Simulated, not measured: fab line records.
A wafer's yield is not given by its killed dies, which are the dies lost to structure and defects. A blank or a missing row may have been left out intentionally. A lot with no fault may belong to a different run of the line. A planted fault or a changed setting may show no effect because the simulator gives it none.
fab line records	flow n5_finfet	part 1 of 2: steps 1 to 17 of 26
[record] lots = 5	wafers = 15	last_day = 16
route steps=1938 shown BEOL_M4@1053
lots that met no fault: from a run of the same line without faults
start_h: start of the lot's first displayed wafer, in hours after the record's first day	wait_h: hours since the lot's step before	" as in the row above	L1.1+2: a row that stands for several wafers	- no value present, or no start provided	* or withheld: withheld	< > ~ a bound
route shown NAME@n: a module of which the file shows steps, and the number in the route of the first	usual: mean/standard deviation taken from wafers without a fault	same: alike in all rows	chamber/n: place in a boat	sites: readings site by site	_std_site: their standard deviation	_edge_site: inner sites' mean taken away from outer sites' mean	radius_mm: how far each site lies from the wafer's centre	mask NAME#n: copy n	behind: tool/chamber where the wafer was last shaped	hold: reason for holding the lot/hours on hold/outcome of the hold	device: transistor that didn't switch, given as n, p or np	end of line: tests of these same wafers at the route's end	a step with no rows: only its recipe	killed: dies that structure and defects cost at the first sort, which is not the same as the wafer's yield	map: dies across one wafer; x = killed, . = not, _ = none there
set.NAME: the setting the step ran with; set.NAME@STEP: the setting that earlier step ran with	model.NAME: the simulator's own value behind a step, which no gauge read
certain route steps with their lots: each step a table, each wafer a row
services: from which hour (start_h, from the record's first day; less than 0 if before it) a tool's chamber was out of use, for how many hours, and why
[[steps]]
[step N5_BEOL_M4_EXPOSE_25]
[recipe] mask_id = V3	na = 0.33	source_shape = quasar	sigma_inner = 0.2	sigma_outer = 0.8	polarization = unpolarized	defocus_nm = 5	dose_mj = 63
lot.wafer	tool	chamber	start_h	wait_h	mask
L075.1+4+5	euv_scanner-01	0	164.61	-	V3#0
L082.1+4+5	euv_scanner-01	0	200.70	-	V3#0
L088.1+3+5	euv_scanner-02	0	235.45	-	V3#0
L090.1+2+3	euv_scanner-02	0	258.79	-	V3#0
L092.3+5+6	euv_scanner-02	0	268.44	-	V3#0
[step N5_BEOL_M4_PEB_26]
[recipe] peb_temp_c = 100	peb_time_s = 60	resist = CAR-EUV
[usual] chill_plate_temp_C = 23.01/0.12
[same] peb_time_s = 60
lot.wafer	tool	chamber	start_h	wait_h	chill_plate_temp_C
L075.1	litho_track-01	0	164.69	0.1	23.15
L075.4	"	0	"	"	22.97
L075.5	"	0	"	"	22.97
L082.1	litho_track-05	0	200.78	0.1	23.20
L082.4	"	0	"	"	23.19
L082.5	"	0	"	"	23.14
L088.1	litho_track-05	0	235.52	0.1	22.86
L088.3	"	0	"	"	22.86
L088.5	"	0	"	"	22.97
L090.1	litho_track-04	0	258.87	0.1	23.04
L090.2	"	0	"	"	23.02
L090.3	"	0	"	"	23.26
L092.3	litho_track-04	0	268.50	0.1	22.91
L092.5	"	0	"	"	22.88
L092.6	"	0	"	"	22.90
[step N5_BEOL_M4_DEVELOP_27]
[recipe] develop_time_s = 30	developer = TMAH	resist = CAR-EUV	rinse_liquid = surfactant_rinse	dry = air_spin	dev_temp_c = 23
[usual] chill_plate_temp_C = 23.02/0.1
lot.wafer	tool	chamber	start_h	wait_h	chill_plate_temp_C
L075.1	litho_track-01	0	-	-	22.99
L075.4	"	0	"	"	22.95
L075.5	"	0	"	"	23.01
L082.1	litho_track-05	0	-	-	22.98
L082.4	"	0	"	"	22.88
L082.5	"	0	"	"	22.79
L088.1	litho_track-05	0	-	-	22.77
L088.3	"	0	"	"	22.73
L088.5	"	0	"	"	22.93
L090.1	litho_track-04	0	-	-	23.16
L090.2	"	0	"	"	23.09
L090.3	"	0	"	"	22.91
L092.3	litho_track-04	0	-	-	23.08
L092.5	"	0	"	"	23.03
L092.6	"	0	"	"	23.19
[step N5_BEOL_M4_CD_MEAS_28]
[recipe] target_cd_nm = 26.2	landing_energy_ev = 500	detector = se_inlens	target_cd_y_nm = 24.1	polarity = opening
[usual] cd_nm = 26.22/0.22
lot.wafer	tool	chamber	start_h	wait_h	cd_nm
L075.1	cd_sem-03	0	164.76	-	26.39
L075.4	"	0	"	"	26.39
L075.5	"	0	"	"	26.02
L082.1	cd_sem-02	0	200.84	-	26.34
L082.4	"	0	"	"	26.26
L082.5	"	0	"	"	26.54
L088.1	cd_sem-03	0	235.59	-	26.36
L088.3	"	0	"	"	26.23
L088.5	"	0	"	"	26.54
L090.1	cd_sem-01	0	258.94	-	26.29
L090.2	"	0	"	"	26.08
L090.3	"	0	"	"	26.10
L092.3	cd_sem-02	0	268.57	-	26.52
L092.5	"	0	"	"	25.93
L092.6	"	0	"	"	26.05
[step N5_BEOL_M4_OVL_MEAS_29]
[recipe] points_per_wafer = 522
[usual] V3_OVL = 0.2/0.63
lot.wafer	tool	chamber	start_h	wait_h	V3_OVL[nm]
L075.1	overlay-01	0	164.79	0.0	0.1
L075.4	"	0	"	"	0.2
L075.5	"	0	"	"	1.1
L082.1	overlay-01	0	200.88	0.0	0.1
L082.4	"	0	"	"	0.4
L082.5	"	0	"	"	0.3
L088.1	overlay-02	0	235.62	0.0	-0.2
L088.3	"	0	"	"	-0.7
L088.5	"	0	"	"	-0.8
L090.1	overlay-01	0	258.97	0.0	-1.0
L090.2	"	0	"	"	0.1
L090.3	"	0	"	"	-1.3
L092.3	overlay-01	0	268.61	0.0	0.6
L092.5	"	0	"	"	0.4
L092.6	"	0	"	"	0.4
[step N5_BEOL_M4_INSPECT_30]
[recipe] mode = adi	inspect_instrument = brightfield
[usual] raw_defect_count = 417/82
lot.wafer	tool	chamber	start_h	wait_h	raw_defect_count
L075.1	defect_inspect-02	-	164.85	0.1	524
L075.4	"	-	"	"	482
L075.5	"	-	"	"	514
L082.1	defect_inspect-02	-	200.93	0.1	345
L082.4	"	-	"	"	481
L082.5	"	-	"	"	417
L088.1	defect_inspect-02	-	235.68	0.1	324
L088.3	"	-	"	"	339
L088.5	"	-	"	"	612
L090.1	defect_inspect-01	-	259.02	0.1	520
L090.2	"	-	"	"	471
L090.3	"	-	"	"	444
L092.3	defect_inspect-02	-	268.65	0.0	478
L092.5	"	-	"	"	434
L092.6	"	-	"	"	450
[step N5_BEOL_M4_DESCUM_33]
[recipe] chemistry = O2	time_s = 7	source_power_w = 50	bias_power_w = 20	pressure_mtorr = 20	rf_frequency_hz = 2.712e+07	temp_c = 40	resist = CAR-EUV	o2_flow_sccm = 225
[usual] drypump_motor_current_A = 5.9/0.38	o2_flow_sccm = 225.0/0.74	oes_product_au = 0.82/0.091	rf_vpp_V = 243.3/1.2	showerhead_plenum_p_Torr = 2.10/0.046	throttle_valve_pct = 20.5/0.3
[same] time_s = 7
lot.wafer	tool	chamber	start_h	wait_h	drypump_motor_current_A	o2_flow_sccm	oes_product_au	rf_hours_counter_h	rf_vpp_V	showerhead_plenum_p_Torr	throttle_valve_pct
L075.1	rie_diel-01	1	164.88	0.0	5.8	224.7	0.97	10	244.0	2.15	20.4
L075.4	"	3	"	"	5.6	225.4	0.79	-	244.0	2.12	20.8
L075.5	"	1	"	"	5.8	225.3	0.97	-	243.2	2.15	20.4
L082.1	rie_diel-02	1	200.97	0.0	6.3	225.4	0.87	43	244.1	2.14	20.5
L082.4	"	3	"	"	5.6	224.3	0.70	-	243.2	2.14	20.4
L082.5	"	2	"	"	6.0	226.0	0.79	-	243.2	2.12	20.2
L088.1	rie_diel-01	2	235.77	0.1	6.5	224.5	0.91	23	243.8	2.12	20.1
L088.3	"	3	"	"	5.6	224.9	0.78	146	243.7	2.11	20.9
L088.5	"	2	"	"	6.4	225.2	0.91	-	243.2	2.12	20.1
L090.1	rie_diel-02	0	259.06	0.0	5.9	225.2	0.73	193	244.4	2.09	20.7
L090.2	"	2	"	"	6.0	224.1	0.78	118	244.8	2.12	20.2
L090.3	"	3	"	"	5.6	225.3	0.69	248	243.6	2.13	20.4
L092.3	rie_diel-02	1	268.69	0.0	6.3	224.1	0.83	69	242.7	2.13	20.6
L092.5	"	2	"	"	6.0	226.4	0.78	-	244.0	2.12	20.2
L092.6	"	0	"	"	5.9	224.5	0.73	-	241.8	2.08	20.7
[step N5_BEOL_M4_ETCH_77]
[recipe] chemistry = N2/H2	target = underlayer	target_depth_a = 65	mask_material = CAR-EUV	time_s = 5.2	ion_energy_ev = 200	pressure_mtorr = 30	source_w = 840	bias_w = 150	n2_flow_sccm = 200	h2_flow_sccm = 200	ends = cleared
[usual] drypump_motor_current_A = 5.9/0.38	etch_rf_on_time_s = 5.20/0.13	h2_flow_sccm = 200.0/0.61	oes_product_au = 0.69/0.078	rf_vpp_V = 524.1/2.3	showerhead_plenum_p_Torr = 2.55/0.058	throttle_valve_pct = 17.9/0.31
lot.wafer	tool	chamber	start_h	wait_h	drypump_motor_current_A	etch_rf_on_time_s	h2_flow_sccm	oes_product_au	rf_hours_counter_h	rf_vpp_V	showerhead_plenum_p_Torr	throttle_valve_pct
L075.1	rie_diel-01	1	164.92	0.0	5.8	5.17	199.7	0.82	10	525.0	2.62	17.8
L075.4	"	3	"	"	5.6	5.00	199.2	0.69	-	524.9	2.57	18.3
L075.5	"	1	"	"	5.8	5.16	199.9	0.81	-	526.8	2.62	17.8
L082.1	rie_diel-02	1	201.00	0.0	6.3	5.30	200.4	0.72	43	527.2	2.58	17.9
L082.4	"	3	"	"	5.6	5.30	199.5	0.60	-	524.5	2.60	17.8
L082.5	"	2	"	"	6.0	5.40	199.6	0.66	-	525.9	2.56	17.6
L088.1	rie_diel-01	2	235.80	0.0	6.5	5.13	200.3	0.78	23	524.5	2.58	17.4
L088.3	"	3	"	"	5.6	4.98	199.4	0.67	146	524.2	2.56	18.3
L088.5	"	2	"	"	6.5	5.11	200.5	0.78	-	526.0	2.58	17.4
L090.1	rie_diel-02	0	259.09	0.0	5.9	5.09	199.9	0.62	193	523.7	2.54	18.2
L090.2	"	2	"	"	6.0	5.26	199.6	0.65	118	525.6	2.55	17.6
L090.3	"	3	"	"	5.6	5.20	199.3	0.59	248	527.4	2.59	17.8
L092.3	rie_diel-02	1	268.72	0.0	6.3	5.13	201.4	0.69	69	525.8	2.57	17.9
L092.5	"	2	"	"	6.0	5.31	199.9	0.64	-	524.5	2.55	17.6
L092.6	"	0	"	"	5.9	5.09	199.9	0.62	-	522.6	2.54	18.2
[step N5_BEOL_M4_ETCH_69]
[recipe] chemistry = CF4	target = SiARC	target_depth_a = 156	mask_material = CAR-EUV	time_s = 26	ion_energy_ev = 80	pressure_mtorr = 40	source_w = 545	bias_w = 36	Ar_flow_sccm = 100	cf4_flow_sccm = 100	ends = cleared
[usual] cf4_flow_sccm = 100.0/0.33	drypump_motor_current_A = 5.9/0.38	etch_rf_on_time_s = 26.0/0.59	oes_product_au = 0.69/0.078	rf_vpp_V = 184.1/1	showerhead_plenum_p_Torr = 2.15/0.049	throttle_valve_pct = 15.62/0.29
lot.wafer	tool	chamber	start_h	wait_h	cf4_flow_sccm	drypump_motor_current_A	etch_rf_on_time_s	oes_product_au	rf_hours_counter_h	rf_vpp_V	showerhead_plenum_p_Torr	throttle_valve_pct
L075.1	rie_diel-01	1	164.93	0.0	100.3	5.8	25.7	0.82	10	183.6	2.19	15.38
L075.4	"	3	"	"	100.0	5.6	25.3	0.69	-	184.5	2.16	15.93
L075.5	"	1	"	"	100.0	5.8	25.7	0.82	-	186.0	2.19	15.39
L082.1	rie_diel-02	1	201.02	0.0	100.1	6.3	25.9	0.73	43	185.4	2.18	15.65
L082.4	"	3	"	"	100.3	5.6	26.3	0.59	-	183.4	2.21	15.74
L082.5	"	2	"	"	100.2	6.0	26.1	0.66	-	183.7	2.17	15.41
L088.1	rie_diel-01	2	235.82	0.0	100.0	6.5	26.1	0.78	23	184.4	2.19	15.32
L088.3	"	3	"	"	99.3	5.6	25.3	0.67	146	184.0	2.15	15.99
L088.5	"	2	"	"	100.3	6.5	26.0	0.78	-	184.2	2.18	15.31
L090.1	rie_diel-02	0	259.11	0.0	99.8	5.9	25.7	0.62	193	182.3	2.11	15.77
L090.2	"	2	"	"	99.6	6.0	26.3	0.65	118	184.2	2.16	15.46
L090.3	"	3	"	"	100.0	5.6	26.3	0.59	248	184.7	2.20	15.82
L092.3	rie_diel-02	1	268.74	0.0	100.1	6.2	25.8	0.69	69	184.5	2.17	15.70
L092.5	"	2	"	"	100.2	6.0	26.5	0.65	-	182.3	2.16	15.45
L092.6	"	0	"	"	100.1	5.9	25.3	0.63	-	182.1	2.11	15.77
[step N5_BEOL_M4_ALD_98]
[recipe] material = SiO2	target_thk_a = 25	temp_c = 100	ald_precursor_family = BDEAS	ald_co_reactant = O2-plasma	pulse_time_s = 1	co_reactant_pulse_time_s = 1	purge_time_s = 2	co_reactant_purge_time_s = 2	ald_cycles = 17	pressure_torr = 2
[usual] heater_power_w = 73/9.2	precursor_pulse_height_rel = 1.001/0.019
lot.wafer	tool	chamber	start_h	wait_h	heater_power_w	precursor_pulse_height_rel
L075.1	ald_sin-01	1	165.10	0.1	65	1.009
L075.4	"	2	"	"	94	1.002
L075.5	"	2	"	"	95	1.037
L082.1	ald_sin-03	0	201.10	0.1	68	1.005
L082.4	"	0	"	"	68	0.989
L082.5	"	1	"	"	80	1.012
L088.1	ald_sin-02	1	236.03	0.2	66	1.025
L088.3	"	2	"	"	68	0.999
L088.5	"	3	"	"	68	0.961
L090.1	ald_sin-01	2	259.19	0.1	93	1.022
L090.2	"	1	"	"	65	1.008
L090.3	"	0	"	"	66	0.998
L092.3	ald_sin-03	3	268.82	0.1	72	1.011
L092.5	"	0	"	"	69	1.003
L092.6	"	3	"	"	73	1.006
[step N5_BEOL_M4_ETCHBACK_99]
[recipe] chemistry = CHF3	target = SiO2	target_depth_a = 50	time_s = 10.4	source_w = 215	bias_w = 47	Ar_flow_sccm = 200	CHF3_flow_sccm = 12	ion_energy_ev = 100	pressure_mtorr = 30
[usual] drypump_motor_current_A = 5.9/0.4	oes_product_au = 0.83/0.087	rf_vpp_V = 240/3.9	showerhead_plenum_p_Torr = 2.15/0.055	throttle_valve_pct = 17.03/0.26
[same] time_s = 10.4
lot.wafer	tool	chamber	start_h	wait_h	drypump_motor_current_A	oes_product_au	rf_hours_counter_h	rf_vpp_V	showerhead_plenum_p_Torr	throttle_valve_pct
L075.1	rie_diel-02	3	166.85	1.7	5.6	0.71	212	248	2.22	17.17
L075.4	"	2	"	"	6.0	0.80	94	236	2.17	16.79
L075.5	"	2	"	"	6.0	0.80	-	236	2.17	16.77
L082.1	rie_diel-02	2	203.88	2.7	6.0	0.78	107	236	2.17	16.79
L082.4	"	1	"	"	6.3	0.85	43	237	2.20	17.16
L082.5	"	3	"	"	5.6	0.70	-	248	2.22	17.23
L088.1	rie_diel-01	1	238.26	2.2	5.8	0.91	35	242	2.19	16.94
L088.3	"	0	"	"	5.9	0.68	235	239	2.02	17.41
L088.5	"	3	"	"	5.6	0.78	-	246	2.17	17.47
L090.1	rie_diel-04	3	261.18	1.9	5.2	0.95	4	241	2.11	17.13
L090.2	"	1	"	"	6.5	0.79	94	237	2.08	17.03
L090.3	"	0	"	"	5.9	0.86	51	236	2.18	16.58
L092.3	rie_diel-04	0	270.79	1.9	5.9	0.87	55	237	2.18	16.58
L092.5	"	1	"	"	6.6	0.80	-	236	2.08	17.05
L092.6	"	0	"	"	5.9	0.87	-	237	2.18	16.59
[step N5_BEOL_M4_ETCH_70]
[recipe] chemistry = N2/H2	target = SOC	target_depth_a = 800	overetch_a = 240	mask_material = SiARC	temp_c = 40	time_s = 130	ion_energy_ev = 200	pressure_mtorr = 30	source_w = 840	bias_w = 150	n2_flow_sccm = 200	h2_flow_sccm = 200
[usual] drypump_motor_current_A = 5.9/0.4	h2_flow_sccm = 199.9/0.6	oes_product_au = 0.61/0.059	rf_vpp_V = 523.9/1.7	showerhead_plenum_p_Torr = 2.55/0.06	throttle_valve_pct = 17.80/0.3
[same] time_s = 130
lot.wafer	tool	chamber	start_h	wait_h	drypump_motor_current_A	h2_flow_sccm	oes_product_au	rf_hours_counter_h	rf_vpp_V	showerhead_plenum_p_Torr	throttle_valve_pct
L075.1	rie_diel-02	3	166.88	0.0	5.6	199.1	0.53	212	527.3	2.61	17.75
L075.4	"	2	"	"	6.0	200.3	0.59	94	525.2	2.56	17.55
L075.5	"	2	"	"	6.0	200.3	0.58	-	523.3	2.57	17.54
L082.1	rie_diel-02	2	203.92	0.0	6.0	200.1	0.57	107	523.8	2.56	17.58
L082.4	"	1	"	"	6.3	200.3	0.62	43	524.7	2.58	17.81
L082.5	"	3	"	"	5.6	200.2	0.51	-	526.3	2.60	17.76
L088.1	rie_diel-01	1	238.30	0.0	5.8	200.3	0.66	35	525.8	2.60	17.77
L088.3	"	0	"	"	5.9	199.7	0.52	235	521.8	2.39	18.18
L088.5	"	3	"	"	5.6	200.2	0.57	-	523.4	2.56	18.28
L090.1	rie_diel-04	3	261.22	0.0	5.2	200.0	0.70	4	523.2	2.50	18.04
L090.2	"	1	"	"	6.6	199.9	0.59	94	521.7	2.46	17.80
L090.3	"	0	"	"	5.9	199.6	0.64	51	524.2	2.59	17.37
L092.3	rie_diel-04	0	270.83	0.0	5.9	200.5	0.63	55	525.0	2.59	17.37
L092.5	"	1	"	"	6.6	199.5	0.59	-	522.5	2.46	17.80
L092.6	"	0	"	"	5.9	200.7	0.63	-	523.6	2.59	17.36
[step N5_BEOL_M4_STRIP_71]
[recipe] chemistry = N2/H2	temp_c = 40	n2_flow_sccm = 200	h2_flow_sccm = 200	rf_frequency_hz = 6e+07
lot.wafer	tool	chamber	start_h	wait_h
L075.1+4+5	rie_diel-02	3,2,2	166.97	0.0
L082.1+4+5	rie_diel-02	2,1,3	204.01	0.0
L088.1+3+5	rie_diel-01	1,0,3	238.39	0.0
L090.1+2+3	rie_diel-04	3,1,0	261.30	0.0
L092.3+5+6	rie_diel-04	0,1,0	270.91	0.0
[step N5_BEOL_M4_STRIP_78]
[recipe] chemistry = N2/H2	temp_c = 40	n2_flow_sccm = 200	h2_flow_sccm = 200	rf_frequency_hz = 6e+07
lot.wafer	tool	chamber	start_h	wait_h
L075.1+4+5	rie_diel-02	3,2,2	166.98	0.0
L082.1+4+5	rie_diel-02	2,1,3	204.02	0.0
L088.1+3+5	rie_diel-01	1,0,3	238.40	0.0
L090.1+2+3	rie_diel-04	3,1,0	261.31	0.0
L092.3+5+6	rie_diel-04	0,1,0	270.92	0.0
[step N5_BEOL_M4_VIA_ETCH_34]
[recipe] chemistry = C4F6/O2	target_depth_a = 694	mask_material = SOC	pressure_mtorr = 15	ion_energy_ev = 250	taper_deg = 4	time_s = 65.9	source_w = 350	bias_w = 170	Ar_flow_sccm = 300	C4F6_flow_sccm = 10	O2_flow_sccm = 10
[usual] O2_flow_sccm = 9.99/0.03	drypump_motor_current_A = 5.9/0.41	oes_product_au = 0.83/0.086	rf_vpp_V = 663/11	showerhead_plenum_p_Torr = 2.85/0.069	throttle_valve_pct = 30.7/0.32
[same] time_s = 65.9
lot.wafer	tool	chamber	start_h	wait_h	O2_flow_sccm	drypump_motor_current_A	oes_product_au	rf_hours_counter_h	rf_vpp_V	showerhead_plenum_p_Torr	throttle_valve_pct
L075.1	rie_diel-02	3	166.99	0.0	9.97	5.6	0.71	212	682	2.93	30.8
L075.4	"	2	"	"	10.02	6.0	0.78	94	650	2.86	30.3
L075.5	"	2	"	"	10.00	6.0	0.80	-	650	2.86	30.3
L082.1	rie_diel-02	2	204.03	0.0	9.97	6.0	0.78	107	651	2.86	30.3
L082.4	"	1	"	"	10.04	6.3	0.85	43	657	2.90	30.9
L082.5	"	3	"	"	9.97	5.6	0.71	-	681	2.93	30.8
L088.1	rie_diel-01	1	238.41	0.0	9.95	5.8	0.91	35	667	2.90	30.9
L088.3	"	0	"	"	9.96	5.9	0.68	235	658	2.68	30.9
L088.5	"	3	"	"	10.01	5.6	0.79	-	681	2.86	31.3
L090.1	rie_diel-04	3	261.32	0.0	9.99	5.2	0.97	4	667	2.79	31.1
L090.2	"	1	"	"	10.00	6.6	0.79	94	656	2.75	30.7
L090.3	"	0	"	"	10.01	5.9	0.86	51	655	2.88	30.2
L092.3	rie_diel-04	0	270.93	0.0	10.03	5.9	0.87	55	653	2.88	30.2
L092.5	"	1	"	"	9.97	6.5	0.79	-	654	2.75	30.7
L092.6	"	0	"	"	10.03	5.9	0.87	-	653	2.88	30.2
[step N5_BEOL_M4_STRIP_83]
[recipe] chemistry = C4F6/O2	resist = SiARC	rf_frequency_hz = 6e+07
lot.wafer	tool	chamber	start_h	wait_h
L075.1+4+5	rie_diel-02	3,2,2	167.04	0.0
L082.1+4+5	rie_diel-02	2,1,3	204.08	0.0
L088.1+3+5	rie_diel-01	1,0,3	238.46	0.0
L090.1+2+3	rie_diel-04	3,1,0	261.37	0.0
L092.3+5+6	rie_diel-04	0,1,0	270.99	0.0
[step N5_BEOL_M4_STRIP_36]
[recipe] chemistry = N2/H2	power_w = 450	temp_c = 40	pressure_mtorr = 20	rf_frequency_hz = 6e+07	overash_fraction = 0.3	bias_power_w = 7	h2_frac = 0.5	n2_flow_sccm = 200	h2_flow_sccm = 200
[usual] drypump_motor_current_A = 5.9/0.4	h2_flow_sccm = 200.0/0.49	oes_product_au = 0.83/0.085	rf_vpp_V = 59.1/1.4	showerhead_plenum_p_Torr = 2.54/0.06	throttle_valve_pct = 23.7/0.36
[same] overash_fraction = 0.3
lot.wafer	tool	chamber	start_h	wait_h	drypump_motor_current_A	h2_flow_sccm	oes_product_au	rf_hours_counter_h	rf_vpp_V	showerhead_plenum_p_Torr	throttle_valve_pct
L075.1	rie_diel-02	3	167.05	0.0	5.6	200.7	0.71	212	58.8	2.60	23.4
L075.4	"	2	"	"	6.0	199.4	0.81	94	58.5	2.56	23.3
L075.5	"	2	"	"	6.0	199.3	0.81	-	60.8	2.56	23.3
L082.1	rie_diel-02	2	204.09	0.0	6.0	200.6	0.80	107	58.1	2.55	23.4
L082.4	"	1	"	"	6.3	200.1	0.87	43	59.4	2.58	23.6
L082.5	"	3	"	"	5.6	199.6	0.71	-	59.7	2.60	23.4
L088.1	rie_diel-01	1	238.47	0.0	5.8	200.5	0.93	35	57.5	2.60	23.8
L088.3	"	0	"	"	5.9	200.7	0.70	235	57.5	2.39	24.0
L088.5	"	3	"	"	5.6	201.0	0.78	-	59.8	2.55	24.3
L090.1	rie_diel-04	3	261.38	0.0	5.2	200.8	0.95	4	55.9	2.50	24.1
L090.2	"	1	"	"	6.6	200.0	0.79	94	59.5	2.46	23.6
L090.3	"	0	"	"	5.9	199.3	0.87	51	61.1	2.58	23.2
L092.3	rie_diel-04	0	271.00	0.0	5.9	199.8	0.87	55	59.3	2.58	23.2
L092.5	"	1	"	"	6.6	199.7	0.79	-	59.3	2.46	23.6
L092.6	"	0	"	"	5.9	200.5	0.85	-	60.0	2.58	23.3
